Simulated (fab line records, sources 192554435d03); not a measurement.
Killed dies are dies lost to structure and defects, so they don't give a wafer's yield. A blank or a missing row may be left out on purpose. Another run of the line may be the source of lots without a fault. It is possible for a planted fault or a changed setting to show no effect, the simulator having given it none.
fab line records | flow n5-finfet
record lots=24 wafers=72 last-day=18
route steps=1938 shown BEOL_M3@953
lots with no fault: from the same line, run without faults
start-h: hours from the record's first day to the start of the lot's first wafer shown | wait-h: how many hours have passed since the lot's step before this one | " unchanged from the row above | L1.1+2: several wafers, shown together as one row | - no value, or no start was given | * or withheld: withheld | < > ~ a bound
route shown NAME@n: names a module that has steps shown in the file, with the first one's number in the route | usual: mean/standard deviation of fault-free wafers | same: alike in all rows | chamber/n: place in a boat | sites: the reading at each site | _std_site: how widely they spread, as a standard deviation | _edge_site: mean of outer sites minus mean of inner sites | radius-mm: for every site, how far away it sits from the centre of the wafer | mask NAME#n: copy n | behind: the most recent tool/chamber to have shaped the wafer | hold: what put the lot on hold/how long, in hours/how the hold closed | device: the n, p or np transistor that did not switch | end of line: the same wafers' tests at the end of the route | a step given without rows: its recipe and nothing more | killed: at the first sort, the dies lost to defects and structure; wafer yield is something else | map: a wafer's dies, marking killed ones x, the rest . and places with no die _
set.NAME: the setting that was run; set.NAME@STEP: the one run at that earlier step | model.NAME: the simulator's own value behind a step, which no gauge read
a sample of lots followed through the steps of the route, with each step as a table and each wafer as a row
services: a tool's chamber out of use, with start hour (start-h, from the record's first day; less than 0 if before it), hours out, and reason
## steps
# step N5_BEOL_M3_STRIP_66
# recipe chemistry=CF4 resist=SiARC power-w=300 bias-power-w=75 pressure-mtorr=50 cf4-flow-sccm=150 rf-frequency-hz=6e+07
# usual drypump-motor-current-A=5.8/0.56 oes-product-au=0.75/0.066 power-w=300.0/0.91 rf-vpp-V=270.8/1.5 showerhead-plenum-p-Torr=1.78/0.055 throttle-valve-pct=13.6/0.33
# columns lot.wafer tool chamber start-h wait-h drypump-motor-current-A oes-product-au power-w rf-hours-counter-h rf-vpp-V showerhead-plenum-p-Torr throttle-valve-pct
L074.2 rie-diel-03 1 162.18 0.0 6.3 0.70 300.3 218 272.1 1.85 13.4
L074.5 " 2 " " 5.6 0.74 299.2 - 269.9 1.78 13.8
L074.6 " 1 " " 6.3 0.70 301.6 - 272.0 1.85 13.4
L076.3 rie-diel-03 1 163.26 0.0 6.3 0.69 301.3 219 273.2 1.85 13.4
L076.5 " 3 " " 5.8 0.78 300.5 - 272.8 1.81 13.3
L076.6 " 0 " " 5.1 0.70 299.4 - 270.2 1.78 13.9
L075.1 rie-diel-02 0 167.98 0.0 5.8 0.71 301.2 217 271.5 1.87 14.2
L075.2 " 1 " " 6.6 0.70 301.1 196 271.0 1.85 13.8
L075.6 " 3 " " 6.6 0.86 300.7 - 271.5 1.76 13.1
L077.1 rie-diel-04 2 168.73 0.0 5.2 0.75 300.4 144 270.5 1.78 13.2
L077.3 " 3 " " 6.2 0.72 299.5 200 270.0 1.78 13.6
L077.6 " 3 " " 6.3 0.73 300.2 - 271.5 1.78 13.6
L079.1 rie-diel-03 3 173.18 0.0 5.8 0.77 299.9 93 271.4 1.81 13.4
L079.4 " 1 " " 6.3 0.69 299.9 222 273.0 1.85 13.4
L079.5 " 0 " " 5.1 0.69 300.5 - 271.5 1.78 14.0
L078.1 rie-diel-04 2 173.86 0.0 5.2 0.75 300.0 145 271.4 1.78 13.2
L078.2 " 3 " " 6.2 0.72 301.1 201 271.5 1.78 13.6
L078.6 " 3 " " 6.2 0.72 300.4 - 270.7 1.78 13.6
L080.3 rie-diel-04 2 182.77 0.0 5.2 0.74 300.5 148 271.6 1.78 13.2
L080.4 " 0 " " 5.9 0.74 299.2 131 268.7 1.67 13.6
L080.5 " 1 " " 5.3 0.82 299.5 - 270.4 1.74 13.2
L081.1 rie-diel-03 2 194.86 0.0 5.6 0.73 299.5 208 272.4 1.78 13.9
L081.2 " 0 " " 5.1 0.69 298.4 240 270.6 1.78 14.0
L081.5 " 0 " " 5.1 0.69 300.0 - 270.0 1.78 14.0
L082.2 rie-diel-02 1 196.15 0.0 6.6 0.69 298.0 207 270.4 1.85 13.9
L082.5 " 3 " " 6.7 0.84 299.1 - 270.9 1.75 13.1
L082.6 " 2 " " 4.7 0.92 301.4 - 271.4 1.84 13.4
L083.2 rie-diel-03 2 197.66 0.0 5.6 0.73 301.0 209 270.6 1.78 13.9
L083.4 " 2 " " 5.6 0.72 298.9 - 270.2 1.78 13.9
L083.6 " 3 " " 5.8 0.76 298.9 - 271.9 1.81 13.4
L084.1 rie-diel-04 0 203.67 0.0 5.9 0.74 300.4 137 268.8 1.66 13.6
L084.3 " 1 " " 5.3 0.81 299.6 95 270.2 1.74 13.2
L084.5 " 1 " " 5.3 0.81 300.2 - 269.0 1.74 13.2
L086.3 rie-diel-04 1 226.50 0.0 5.3 0.81 300.7 97 270.8 1.74 13.2
L086.5 " 1 " " 5.3 0.81 300.7 - 270.0 1.74 13.2
L086.6 " 2 " " 5.2 0.73 299.2 - 272.0 1.78 13.3
L088.2 rie-diel-02 2 227.38 0.0 4.6 0.90 300.2 16 273.5 1.84 13.4
L088.3 " 3 " " 6.6 0.83 298.3 61 271.8 1.75 13.2
L088.6 " 1 " " 6.6 0.69 300.7 - 270.9 1.85 13.9
L087.2 rie-diel-04 3 232.42 0.0 6.2 0.71 297.7 220 270.3 1.78 13.7
L087.4 " 0 " " 5.9 0.73 300.0 147 266.8 1.66 13.6
L087.5 " 1 " " 5.3 0.81 302.4 - 270.3 1.74 13.2
L085.3 rie-diel-04 0 233.56 0.0 5.9 0.73 300.0 148 268.0 1.66 13.6
L085.4 " 1 " " 5.3 0.80 299.7 99 270.1 1.74 13.3
L085.5 " 1 " " 5.3 0.81 300.7 - 270.2 1.74 13.2
L090.1 rie-diel-04 1 235.95 0.0 5.3 0.81 300.5 100 270.3 1.74 13.2
L090.2 " 0 " " 5.9 0.74 298.0 148 268.5 1.66 13.6
L090.3 " 2 " " 5.2 0.73 298.1 165 270.9 1.78 13.3
L089.1 rie-diel-02 1 237.41 0.0 6.6 0.68 298.5 220 271.5 1.84 13.9
L089.3 " 3 " " 6.6 0.83 300.3 64 269.3 1.75 13.2
L089.4 " 0 " " 5.8 0.69 300.4 239 270.9 1.86 14.3
L091.2 rie-diel-02 1 247.75 0.0 6.6 0.68 301.1 222 270.8 1.84 13.9
L091.4 " 0 " " 5.7 0.68 299.3 240 271.9 1.86 14.3
L091.6 " 0 " " 5.7 0.69 300.4 - 272.2 1.86 14.3
L092.2 rie-diel-02 2 253.86 0.0 4.6 0.88 300.0 24 274.0 1.84 13.4
L092.4 " 0 " " 5.8 0.69 300.9 242 273.0 1.86 14.3
L092.5 " 0 " " 5.7 0.68 298.3 - 271.8 1.86 14.3
L093.2 rie-diel-03 3 260.40 0.0 5.8 0.75 299.0 120 271.1 1.80 13.4
L093.3 " 0 " " 5.1 0.95 300.1 2 271.2 1.77 13.4
L093.4 " 2 " " 5.6 0.72 301.1 228 269.4 1.77 13.9
L095.4 rie-diel-02 1 266.18 0.0 6.6 0.68 300.7 228 272.8 1.84 13.9
L095.5 " 0 " " 5.8 0.68 299.9 - 272.5 1.86 14.3
L095.6 " 1 " " 6.6 0.68 300.5 - 272.8 1.84 13.9
L094.3 rie-diel-04 3 269.82 0.0 6.2 0.70 298.5 229 269.6 1.78 13.7
L094.4 " 2 " " 5.1 0.73 298.9 175 270.0 1.78 13.3
L094.6 " 1 " " 5.3 0.79 299.7 - 270.0 1.73 13.3
L096.2 rie-diel-04 3 286.75 0.0 6.2 0.69 298.8 234 271.1 1.77 13.7
L096.3 " 0 " " 5.9 0.72 300.5 163 267.4 1.66 13.6
L096.5 " 1 " " 5.3 0.79 300.8 - 269.5 1.73 13.3
L097.1 rie-diel-03 0 304.92 0.0 5.1 0.92 300.9 9 270.5 1.77 13.4
L097.4 " 1 " " 6.3 0.92 299.1 7 273.9 1.84 13.0
L097.5 " 1 " " 6.3 0.92 299.8 - 272.9 1.84 13.0
# step N5_BEOL_M3_HM_OPEN_17
# recipe chemistry=Cl2/BCl3 target-depth-a=200 overetch-a=60 target=TiN mask-material=SOC ion-energy-ev=150 pressure-mtorr=10 icp-w=1000 bias-w=126 Cl2_flow_sccm=53.25 bcl3-flow-sccm=21.75 Ar_flow_sccm=25
# usual drypump-motor-current-A=6.0/0.4 he-backside-leak-sccm=3.40/0.18 oes-product-au=0.63/0.088 throttle-valve-pct=22.13/0.25
# columns lot.wafer tool chamber start-h wait-h drypump-motor-current-A he-backside-leak-sccm oes-product-au rf-hours-counter-h throttle-valve-pct
L074.2 rie-metal-02 1 162.22 0.0 6.0 3.37 0.74 14 22.15
L074.5 " 0 " " 6.0 3.38 0.55 - 22.46
L074.6 " 1 " " 5.9 3.44 0.73 - 22.16
L076.3 rie-metal-01 0 163.33 0.1 6.2 3.23 0.58 - 22.24
L076.5 " 0 " " 6.3 3.18 0.58 - 22.23
L076.6 " 1 " " 6.3 3.65 0.73 - 21.71
L075.1 rie-metal-03 1 168.02 0.0 6.4 3.49 0.63 57 22.39
L075.2 " 0 " " 5.3 3.55 0.55 108 21.93
L075.6 " 0 " " 5.3 3.54 0.55 - 21.93
L077.1 rie-metal-01 0 168.77 0.0 6.2 3.35 0.58 96 22.23
L077.3 " 1 " " 6.3 3.22 0.73 - 21.71
L077.6 " 1 " " 6.3 3.47 0.73 - 21.70
L079.1 rie-metal-03 1 173.22 0.0 6.4 3.27 0.62 57 22.39
L079.4 " 0 " " 5.3 3.65 0.55 - 21.90
L079.5 " 0 " " 5.3 3.55 0.56 - 21.91
L078.1 rie-metal-02 1 173.90 0.0 5.9 3.38 0.72 15 22.16
L078.2 " 0 " " 5.9 3.40 0.54 117 22.46
L078.6 " 1 " " 5.9 3.43 0.73 - 22.15
L080.3 rie-metal-01 1 182.84 0.1 6.3 3.35 0.72 - 21.72
L080.4 " 0 " " 6.3 3.45 0.58 - 22.22
L080.5 " 0 " " 6.3 3.16 0.58 - 22.24
L081.1 rie-metal-02 1 194.90 0.0 5.9 3.27 0.72 16 22.19
L081.2 " 0 " " 5.9 3.48 0.54 119 22.48
L081.5 " 1 " " 6.0 3.13 0.71 - 22.18
L082.2 rie-metal-02 1 196.19 0.0 5.9 3.58 0.72 17 22.19
L082.5 " 1 " " 6.0 3.66 0.72 - 22.17
L082.6 " 0 " " 5.9 3.32 0.55 - 22.48
L083.2 rie-metal-01 1 197.70 0.0 6.3 3.52 0.71 22 21.70
L083.4 " 0 " " 6.2 3.56 0.58 - 22.22
L083.6 " 1 " " 6.3 3.38 0.72 - 21.71
L084.1 rie-metal-03 1 203.71 0.0 6.4 3.27 0.62 60 22.40
L084.3 " 0 " " 5.3 3.68 0.54 - 21.95
L084.5 " 0 " " 5.3 3.70 0.54 - 21.95
L086.3 rie-metal-01 1 226.57 0.1 6.3 3.28 0.71 - 21.71
L086.5 " 0 " " 6.2 3.28 0.57 - 22.23
L086.6 " 1 " " 6.3 3.23 0.71 - 21.71
L088.2 rie-metal-03 1 227.42 0.0 6.4 3.46 0.61 63 22.42
L088.3 " 0 " " 5.3 3.85 0.54 - 21.93
L088.6 " 1 " " 6.4 3.49 0.61 - 22.43
L087.2 rie-metal-01 1 232.46 0.0 6.3 3.24 0.70 25 21.72
L087.4 " 1 " " 6.3 3.30 0.71 - 21.72
L087.5 " 1 " " 6.3 3.26 0.71 - 21.71
L085.3 rie-metal-03 1 233.63 0.1 6.4 3.33 0.61 - 22.42
L085.4 " 0 " " 5.3 3.57 0.54 - 21.95
L085.5 " 0 " " 5.3 3.65 0.55 - 21.95
L090.1 rie-metal-03 0 236.00 0.0 5.3 3.63 0.54 115 21.94
L090.2 " 1 " " 6.4 3.37 0.62 64 22.39
L090.3 " 0 " " 5.3 3.58 0.55 - 21.93
L089.1 rie-metal-03 0 237.45 0.0 5.3 3.60 0.53 115 21.96
L089.3 " 0 " " 5.3 3.66 0.54 - 21.95
L089.4 " 1 " " 6.4 3.43 0.61 - 22.43
L091.2 rie-metal-03 1 247.79 0.0 6.4 3.15 0.61 65 22.41
L091.4 " 1 " " 6.4 3.45 0.62 - 22.40
L091.6 " 1 " " 6.4 3.27 0.61 - 22.41
L092.2 rie-metal-02 0 253.90 0.0 5.9 3.25 0.86 0 22.08
L092.4 " 1 " " 5.9 3.37 0.71 - 22.16
L092.5 " 1 " " 5.9 3.42 0.71 - 22.19
L093.2 rie-metal-03 1 260.44 0.0 6.4 3.33 0.62 66 22.41
L093.3 " 0 " " 5.3 3.61 0.54 - 21.94
L093.4 " 1 " " 6.4 3.40 0.62 - 22.41
L095.4 rie-metal-03 0 266.25 0.1 5.3 3.74 0.53 - 21.95
L095.5 " 1 " " 6.4 3.36 0.61 - 22.41
L095.6 " 0 " " 5.3 3.64 0.54 - 21.96
L094.3 rie-metal-02 1 269.89 0.1 5.9 3.53 0.71 - 22.17
L094.4 " 0 " " 5.9 3.17 0.84 - 22.10
L094.6 " 1 " " 5.9 3.47 0.70 - 22.18
L096.2 rie-metal-01 0 286.79 0.0 6.2 3.10 0.56 106 22.25
L096.3 " 0 " " 6.3 3.01 0.56 - 22.24
L096.5 " 1 " " 6.3 3.14 0.69 - 21.74
L097.1 rie-metal-02 1 304.96 0.0 5.9 3.42 0.70 26 22.17
L097.4 " 0 " " 5.9 3.08 0.81 - 22.11
L097.5 " 1 " " 6.0 3.49 0.70 - 22.18
# step N5_BEOL_M3_INSPECT_30
# recipe mode=adi inspect-instrument=brightfield
# usual raw-defect-count=445/110
# columns lot.wafer tool chamber start-h wait-h raw-defect-count
L074.2 defect-inspect-01 - 162.87 0.0 547
L074.5 " - " " 573
L074.6 " - " " 628
L076.3 defect-inspect-01 - 164.01 0.0 467
L076.5 " - " " 395
L076.6 " - " " 334
L075.1 defect-inspect-02 - 168.80 0.1 613
L075.2 " - " " 469
L075.6 " - " " 619
L077.1 defect-inspect-02 - 169.49 0.1 343
L077.3 " - " " 518
L077.6 " - " " 463
L079.1 defect-inspect-02 - 173.81 0.1 432
L079.4 " - " " 396
L079.5 " - " " 471
L078.1 defect-inspect-01 - 174.62 0.1 400
L078.2 " - " " 492
L078.6 " - " " 371
L080.3 defect-inspect-02 - 183.40 0.0 456
L080.4 " - " " 401
L080.5 " - " " 681
L081.1 defect-inspect-02 - 195.61 0.1 401
L081.2 " - " " 505
L081.5 " - " " 444
L082.2 defect-inspect-01 - 196.79 0.0 601
L082.5 " - " " 477
L082.6 " - " " 461
L083.2 defect-inspect-01 - 198.42 0.0 373
L083.4 " - " " 330
L083.6 " - " " 388
L084.1 defect-inspect-01 - 204.45 0.1 269
L084.3 " - " " 404
L084.5 " - " " 264
L086.3 defect-inspect-02 - 227.14 0.0 347
L086.5 " - " " 387
L086.6 " - " " 414
L088.2 defect-inspect-02 - 228.13 0.0 700
L088.3 " - " " 708
L088.6 " - " " 598
L087.2 defect-inspect-02 - 233.04 0.0 433
L087.4 " - " " 549
L087.5 " - " " 429
L085.3 defect-inspect-02 - 234.19 0.0 477
L085.4 " - " " 365
L085.5 " - " " 380
L090.1 defect-inspect-02 - 236.64 0.1 353
L090.2 " - " " 585
L090.3 " - " " 474
L089.1 defect-inspect-01 - 238.04 0.1 456
L089.3 " - " " 330
L089.4 " - " " 315
L091.2 defect-inspect-02 - 248.51 0.0 319
L091.4 " - " " 330
L091.6 " - " " 344
L092.2 defect-inspect-01 - 254.49 0.0 379
L092.4 " - " " 466
L092.5 " - " " 398
L093.2 defect-inspect-02 - 261.16 0.0 388
L093.3 " - " " 412
L093.4 " - " " 260
L095.4 defect-inspect-02 - 266.81 0.0 370
L095.5 " - " " 432
L095.6 " - " " 500
L094.3 defect-inspect-01 - 270.47 0.0 310
L094.4 " - " " 373
L094.6 " - " " 291
L096.2 defect-inspect-02 - 287.42 0.0 546
L096.3 " - " " 506
L096.5 " - " " 463
L097.1 defect-inspect-02 - 305.58 0.1 403
L097.4 " - " " 414
L097.5 " - " " 446
# step N5_BEOL_M3_ETCH_77
# recipe chemistry=N2/H2 target=underlayer target-depth-a=65 mask-material=CAR-EUV time-s=5.2 ion-energy-ev=200 pressure-mtorr=30 source-w=840 bias-w=150 n2-flow-sccm=200 h2-flow-sccm=200 ends=cleared
# usual drypump-motor-current-A=5.7/0.55 etch-rf-on-time-s=5.23/0.1 oes-product-au=0.64/0.059 rf-vpp-V=523.5/2.5 showerhead-plenum-p-Torr=2.53/0.079 throttle-valve-pct=17.8/0.31
# columns lot.wafer tool chamber start-h wait-h drypump-motor-current-A etch-rf-on-time-s oes-product-au rf-hours-counter-h rf-vpp-V showerhead-plenum-p-Torr throttle-valve-pct
L074.2 rie-diel-04 2 162.94 0.0 5.1 5.31 0.64 143 525.0 2.54 17.5
L074.5 " 1 " " 5.3 5.16 0.72 - 519.7 2.47 17.6
L074.6 " 2 " " 5.2 5.31 0.65 - 524.4 2.54 17.5
L076.3 rie-diel-03 0 164.08 0.0 5.2 5.36 0.59 231 523.8 2.50 18.1
L076.5 " 1 " " 6.3 5.31 0.59 - 524.2 2.62 17.6
L076.6 " 2 " " 5.6 5.25 0.63 - 522.4 2.50 18.0
L075.1 rie-diel-04 3 168.87 0.0 6.3 5.24 0.62 200 524.0 2.51 17.8
L075.2 " 2 " " 5.2 5.36 0.64 144 524.1 2.54 17.5
L075.6 " 0 " " 5.9 5.23 0.64 - 519.2 2.36 17.9
L077.1 rie-diel-04 3 169.56 0.0 6.2 5.24 0.62 200 525.8 2.51 17.8
L077.3 " 1 " " 5.3 5.13 0.70 84 520.6 2.46 17.6
L077.6 " 2 " " 5.2 5.29 0.63 - 525.8 2.54 17.5
L079.1 rie-diel-03 2 173.87 0.0 5.6 5.15 0.63 202 522.1 2.50 18.1
L079.4 " 1 " " 6.3 5.20 0.59 222 525.1 2.62 17.6
L079.5 " 2 " " 5.6 5.11 0.63 - 522.0 2.50 18.0
L078.1 rie-diel-03 0 174.69 0.0 5.1 5.22 0.59 234 525.7 2.50 18.2
L078.2 " 2 " " 5.7 5.14 0.63 202 524.0 2.50 18.0
L078.6 " 2 " " 5.6 5.16 0.62 - 522.5 2.50 18.0
L080.3 rie-diel-03 0 183.47 0.0 5.1 5.25 0.59 236 525.5 2.49 18.1
L080.4 " 3 " " 5.8 5.19 0.67 96 524.7 2.58 17.7
L080.5 " 0 " " 5.1 5.26 0.60 - 524.0 2.50 18.1
L081.1 rie-diel-04 2 195.68 0.0 5.2 5.26 0.64 152 522.3 2.54 17.6
L081.2 " 0 " " 5.9 5.21 0.64 135 516.1 2.36 17.9
L081.5 " 2 " " 5.2 5.26 0.64 - 525.5 2.54 17.6
L082.2 rie-diel-02 1 196.86 0.0 6.5 5.32 0.59 207 527.4 2.64 18.1
L082.5 " 2 " " 4.7 5.09 0.79 - 526.8 2.60 17.6
L082.6 " 1 " " 6.5 5.33 0.58 - 525.4 2.64 18.2
L083.2 rie-diel-04 0 198.60 0.0 5.9 5.28 0.64 136 519.4 2.36 17.9
L083.4 " 2 " " 5.2 5.39 0.63 153 525.0 2.53 17.6
L083.6 " 0 " " 5.9 5.28 0.63 - 518.0 2.36 17.9
L084.1 rie-diel-03 1 204.58 0.0 6.3 5.18 0.59 231 525.1 2.61 17.6
L084.3 " 3 " " 5.8 5.16 0.66 102 523.0 2.58 17.7
L084.5 " 1 " " 6.3 5.21 0.59 - 525.8 2.61 17.6
L086.3 rie-diel-04 0 227.26 0.0 5.9 5.32 0.63 146 519.9 2.36 17.9
L086.5 " 2 " " 5.2 5.33 0.62 - 524.2 2.53 17.6
L086.6 " 1 " " 5.3 5.21 0.69 - 522.5 2.46 17.6
L088.2 rie-diel-03 2 228.20 0.0 5.6 5.28 0.61 218 524.8 2.50 18.1
L088.3 " 1 " " 6.3 5.26 0.58 239 526.0 2.61 17.6
L088.6 " 3 " " 5.8 5.23 0.66 - 524.0 2.57 17.8
L087.2 rie-diel-04 2 233.11 0.0 5.2 5.30 0.62 164 521.5 2.53 17.6
L087.4 " 3 " " 6.2 5.19 0.62 220 521.9 2.50 17.8
L087.5 " 0 " " 5.9 5.30 0.63 - 521.0 2.36 17.9
L085.3 rie-diel-03 0 234.26 0.0 5.1 5.25 0.58 249 524.3 2.49 18.2
L085.4 " 2 " " 5.6 5.23 0.62 219 521.7 2.50 18.0
L085.5 " 3 " " 5.8 5.19 0.65 - 524.1 2.57 17.8
L090.1 rie-diel-02 3 236.71 0.0 6.6 5.05 0.74 64 522.9 2.46 17.3
L090.2 " 0 " " 5.7 5.40 0.59 239 524.0 2.62 18.5
L090.3 " 2 " " 4.6 5.06 0.78 19 526.5 2.59 17.6
L089.1 rie-diel-03 0 238.11 0.0 5.1 5.28 0.59 250 522.2 2.49 18.2
L089.3 " 3 " " 5.8 5.16 0.66 112 524.3 2.57 17.7
L089.4 " 2 " " 5.6 5.31 0.61 220 522.6 2.49 18.1
L091.2 rie-diel-02 2 248.58 0.0 4.6 5.09 0.77 22 525.9 2.59 17.7
L091.4 " 1 " " 6.6 5.36 0.58 223 524.5 2.63 18.2
L091.6 " 0 " " 5.8 5.37 0.59 - 525.5 2.62 18.5
L092.2 rie-diel-04 3 254.56 0.0 6.2 5.15 0.61 225 523.4 2.50 17.8
L092.4 " 2 " " 5.2 5.23 0.63 170 524.4 2.53 17.6
L092.5 " 2 " " 5.2 5.18 0.61 - 523.2 2.53 17.6
L093.2 rie-diel-02 2 261.23 0.0 4.6 5.11 0.77 26 525.5 2.59 17.7
L093.3 " 0 " " 5.8 5.40 0.58 244 523.6 2.62 18.5
L093.4 " 3 " " 6.6 5.05 0.72 71 520.3 2.45 17.3
L095.4 rie-diel-02 1 266.88 0.0 6.6 5.35 0.57 228 526.0 2.63 18.2
L095.5 " 2 " " 4.7 5.02 0.77 - 524.8 2.59 17.7
L095.6 " 1 " " 6.6 5.34 0.56 - 526.4 2.63 18.2
L094.3 rie-diel-02 1 270.54 0.0 6.6 5.35 0.57 229 528.2 2.63 18.2
L094.4 " 2 " " 4.7 5.11 0.76 29 526.7 2.59 17.7
L094.6 " 1 " " 6.6 5.38 0.57 - 527.0 2.63 18.2
L096.2 rie-diel-04 2 287.49 0.0 5.2 5.28 0.62 180 524.3 2.52 17.6
L096.3 " 3 " " 6.2 5.19 0.60 235 524.0 2.50 17.8
L096.5 " 1 " " 5.3 5.12 0.68 - 520.6 2.45 17.6
L097.1 rie-diel-02 3 305.86 0.0 6.6 5.04 0.71 89 521.5 2.45 17.4
L097.4 " 2 " " 4.7 5.09 0.75 42 525.6 2.58 17.7
L097.5 " 1 " " 6.6 5.41 0.56 - 526.0 2.62 18.2
# step N5_BEOL_M3_SURFACE_TREAT_85
# recipe gas=Ar time-s=* ion-energy-ev=* ion-current-ma-cm2=0.5 pressure-mtorr=* ar-flow-sccm=30
# usual throttle-valve-pct=*
# same time-s=*
# columns lot.wafer tool chamber start-h wait-h throttle-valve-pct
L074.2 pvd-sputter-03 - 173.19 0.2 *
L074.5 " - " " *
L074.6 " - " " *
L076.3 pvd-sputter-02 - 173.32 0.2 *
L076.5 " - " " *
L076.6 " - " " *
L075.1 pvd-sputter-03 - 173.35 0.1 *
L075.2 " - " " *
L075.6 " - " " *
L077.1 pvd-sputter-02 - 173.40 0.1 *
L077.3 " - " " *
L077.6 " - " " *
L079.1 pvd-sputter-01 - 179.92 0.2 *
L079.4 " - " " *
L079.5 " - " " *
L078.1 pvd-sputter-02 - 179.95 0.2 *
L078.2 " - " " *
L078.6 " - " " *
L080.3 pvd-sputter-01 - 186.13 0.3 *
L080.4 " - " " *
L080.5 " - " " *
L081.1 pvd-sputter-02 - 205.14 0.1 *
L081.2 " - " " *
L081.5 " - " " *
L082.2 pvd-sputter-01 - 212.84 0.2 *
L082.5 " - " " *
L082.6 " - " " *
L084.1 pvd-sputter-02 - 216.01 0.2 *
L084.3 " - " " *
L084.5 " - " " *
L083.2 pvd-sputter-02 - 216.05 0.2 *
L083.4 " - " " *
L083.6 " - " " *
L086.3 pvd-sputter-02 - 244.04 0.1 *
L086.5 " - " " *
L086.6 " - " " *
L088.2 pvd-sputter-02 - 244.12 0.1 *
L088.3 " - " " *
L088.6 " - " " *
L087.2 pvd-sputter-02 - 244.25 0.1 *
L087.4 " - " " *
L087.5 " - " " *
L085.3 pvd-sputter-02 - 246.13 1.7 *
L085.4 " - " " *
L085.5 " - " " *
L090.1 pvd-sputter-01 - 248.07 0.3 *
L090.2 " - " " *
L090.3 " - " " *
L089.1 pvd-sputter-02 - 250.21 0.2 *
L089.3 " - " " *
L089.4 " - " " *
L091.2 pvd-sputter-01 - 252.29 1.2 *
L091.4 " - " " *
L091.6 " - " " *
L092.2 pvd-sputter-01 - 258.23 1.6 *
L092.4 " - " " *
L092.5 " - " " *
L093.2 pvd-sputter-01 - 277.63 0.1 *
L093.3 " - " " *
L093.4 " - " " *
L095.4 pvd-sputter-01 - 278.07 0.2 *
L095.5 " - " " *
L095.6 " - " " *
L094.3 pvd-sputter-02 - 280.60 0.1 *
L094.4 " - " " *
L094.6 " - " " *
L096.2 pvd-sputter-03 - 289.06 0.1 *
L096.3 " - " " *
L096.5 " - " " *
L097.1 pvd-sputter-01 - 312.32 0.2 *
L097.4 " - " " *
L097.5 " - " " *
# step N5_BEOL_M3_ANNEAL_91
# recipe temp-c=400 time-s=240 ambient=vacuum
# usual heater-power-w=838/60
# same time-s=240
# columns lot.wafer tool chamber start-h wait-h heater-power-w
L074.2 pvd-sputter-03 - 174.59 0.0 762
L074.5 " - " " 951
L074.6 " - " " 774
L076.3 pvd-sputter-02 - 174.72 0.0 836
L076.5 " - " " 801
L076.6 " - " " 956
L075.1 pvd-sputter-01 - 174.90 0.0 884
L075.2 " - " " 790
L075.6 " - " " 789
L077.1 pvd-sputter-03 - 176.43 0.0 744
L077.3 " - " " 822
L077.6 " - " " 973
L079.1 pvd-sputter-02 - 181.38 0.0 842
L079.4 " - " " 857
L079.5 " - " " 901
L078.1 pvd-sputter-01 - 182.99 0.0 802
L078.2 " - " " 881
L078.6 " - " " 773
L080.3 pvd-sputter-03 - 187.71 0.0 815
L080.4 " - " " 959
L080.5 " - " " 746
L081.1 pvd-sputter-02 - 206.70 0.0 850
L081.2 " - " " 925
L081.5 " - " " 901
L082.2 pvd-sputter-03 - 214.25 0.0 730
L082.5 " - " " 941
L082.6 " - " " 797
L084.1 pvd-sputter-02 - 217.41 0.0 931
L084.3 " - " " 821
L084.5 " - " " 808
L083.2 pvd-sputter-01 - 217.54 0.0 868
L083.4 " - " " 769
L083.6 " - " " 861
L086.3 pvd-sputter-02 - 245.47 0.0 830
L086.5 " - " " 869
L086.6 " - " " 820
L088.2 pvd-sputter-03 - 245.57 0.0 752
L088.3 " - " " 936
L088.6 " - " " 775
L087.2 pvd-sputter-01 - 245.77 0.0 792
L087.4 " - " " 826
L087.5 " - " " 778
L085.3 pvd-sputter-03 - 247.53 0.0 794
L085.4 " - " " 747
L085.5 " - " " 826
L090.1 pvd-sputter-02 - 249.55 0.0 850
L090.2 " - " " 846
L090.3 " - " " 934
L089.1 pvd-sputter-01 - 251.63 0.0 776
L089.3 " - " " 824
L089.4 " - " " 876
L091.2 pvd-sputter-01 - 253.95 0.0 866
L091.4 " - " " 797
L091.6 " - " " 864
L092.2 pvd-sputter-02 - 259.69 0.0 923
L092.4 " - " " 849
L092.5 " - " " 830
L093.2 pvd-sputter-02 - 279.09 0.0 823
L093.3 " - " " 798
L093.4 " - " " 853
L095.4 pvd-sputter-01 - 279.55 0.0 818
L095.5 " - " " 875
L095.6 " - " " 768
L094.3 pvd-sputter-02 - 282.14 0.0 851
L094.4 " - " " 828
L094.6 " - " " 839
L096.2 pvd-sputter-03 - 290.46 0.0 947
L096.3 " - " " 807
L096.5 " - " " 752
L097.1 pvd-sputter-02 - 314.35 0.0 818
L097.4 " - " " 808
L097.5 " - " " 841
## services
# columns tool chamber start-h hours kind
rie-diel-02 2 139.95 - clean
rie-diel-02 2 139.95 - consumable-replace:focus-ring
rie-diel-02 2 139.95 34.7 scheduled-down
rie-diel-02 2 139.95 34.7 vent-cycle
rie-metal-02 - 140.17 10.0 pm
rie-diel-03 2 143.43 10.1 repair
pvd-sputter-01 - 156.15 13.6 repair
rie-metal-03 1 198.33 4.6 repair
rie-diel-04 1 209.51 16.5 repair
rie-metal-03 0 219.50 2.8 repair
rie-diel-02 0 238.33 5.8 repair
rie-diel-03 0 241.10 - clean
rie-diel-03 0 241.10 - consumable-replace:focus-ring
rie-diel-03 0 241.10 13.3 scheduled-down
rie-diel-03 0 241.10 13.3 vent-cycle
rie-diel-03 1 264.73 - clean
rie-diel-03 1 264.73 - consumable-replace:focus-ring
rie-diel-03 1 264.73 16.1 scheduled-down
rie-diel-03 1 264.73 16.1 vent-cycle
rie-diel-03 - 271.55 14.6 pm
rie-diel-02 0 274.53 - clean
rie-diel-02 0 274.53 - consumable-replace:focus-ring
rie-diel-02 0 274.53 14.8 scheduled-down
rie-diel-02 0 274.53 14.8 vent-cycle
## key
fault none
